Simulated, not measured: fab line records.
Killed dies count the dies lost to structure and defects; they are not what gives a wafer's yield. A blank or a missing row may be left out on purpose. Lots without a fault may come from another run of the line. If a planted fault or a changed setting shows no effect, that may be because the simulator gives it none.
Matching of chambers	flow nandHarc	4 sister chambers for NHARC_P_BONDPAD_DESCUM_11 on rieDiel-10
The step chemistry O2, time 3 s. 4 wafers are shown with their chamber, then 7 later ones without.

## WAFERS WITH THEIR CHAMBER
wafer	chamber	rfVppV (V)
L082.1	1	57.9
L093.3	0	58.1
L095.3	3	58.1
L095.5	2	57.3

## WAFERS WITH NO CHAMBER GIVEN
wafer	rfVppV (V)
L095.6	58.4
L096.1	59.2
L096.4	58.2
L096.6	59.0
L096.2	57.6
L096.3	57.5
L096.5	59.4

## CHAMBER TAKEN BY EACH
wafer	from the rows above	in truth
L095.6	can't be placed: 0 or 3 or 1 or 2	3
L096.1	can't be placed: 0 or 3 or 1 or 2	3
L096.4	can't be placed: 0 or 3 or 1 or 2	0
L096.6	can't be placed: 0 or 3 or 1 or 2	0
L096.2	can't be placed: 1 or 2 or 0 or 3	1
L096.3	can't be placed: 2 or 1 or 0 or 3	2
L096.5	can't be placed: 0 or 3 or 1 or 2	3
Correct placement for 0 of the 7. From these rows, 7 cannot be placed; in 7 the true chamber is one of the candidates. 0 placed wrongly.
How it was worked out, from the rows above alone: a wafer's distance from a chamber is the root of the sum, over the readings, of the square of ((its reading less the chamber's mean) divided by the reading's scatter). If the next closest chamber is less than 2 further off than the closest, the wafer can't be placed; otherwise it belongs to the closest. A chamber's mean is the mean of its shown wafers. The scatter (one wafer shown for each chamber): square how far every hidden wafer sits from the nearest shown wafer, average those squares and take the square root.
